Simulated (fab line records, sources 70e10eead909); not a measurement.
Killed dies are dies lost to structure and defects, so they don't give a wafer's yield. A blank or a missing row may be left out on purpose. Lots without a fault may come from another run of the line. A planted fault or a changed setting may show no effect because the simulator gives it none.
Chamber matching | flow nand_harc | NHARC_A_STAIRCASE_ETCH_444 on rie_diel-07: 4 sister chambers
The step etches the open film in C4F8/O2, target depth 20400 nm, time 6800 s. 8 wafers are shown with their chamber, then 7 later ones without.

WAFERS WITH THEIR CHAMBER
wafer  | chamber | rf_vpp_V (V) | oes_product_au (a.u.)
L081.3 | 1       | 813          | 0.930
L085.1 | 2       | 807          | 0.936
L085.2 | 3       | 804          | 0.921
L085.5 | 1       | 814          | 0.924
L088.2 | 3       | 802          | 0.922
L088.5 | 0       | 808          | 0.925
L087.2 | 0       | 810          | 0.937
L087.3 | 2       | 807          | 0.933

WAFERS WITHOUT THEIR CHAMBER
wafer  | rf_vpp_V (V) | oes_product_au (a.u.)
L087.5 | 807          | 0.934
L095.1 | 814          | 0.918
L095.3 | 800          | 0.915
L095.5 | 802          | 0.916
L096.2 | 807          | 0.965
L096.5 | 806          | 0.975
L096.6 | 813          | 0.961

WHICH CHAMBER EACH WENT THROUGH
wafer  | from the rows above          | in truth
L087.5 | can't be placed: 2 or 0      | 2
L095.1 | 1                            | 1
L095.3 | 3                            | 3
L095.5 | 3                            | 3
L096.2 | can't be placed: 2 or 0      | 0
L096.5 | can't be placed: 2 or 0      | 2
L096.6 | can't be placed: 1 or 0 or 2 | 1
Placed correctly: 3 of 7. Can't be placed from these rows: 4 (the true chamber is among the candidates in 4). Placed wrongly: 0.
How it was worked out, from the rows above alone: a wafer's distance from a chamber is the root of the sum, over the readings, of the square of ((its reading less the chamber's mean) divided by the reading's scatter). The wafer belongs to the nearest chamber; if the next one is less than 2 further off, it can't be placed. A chamber's mean is the mean of its shown wafers. The scatter: the root of (the sum of the squares of (reading less its chamber's mean) over the shown wafers, divided by (wafers less chambers)).
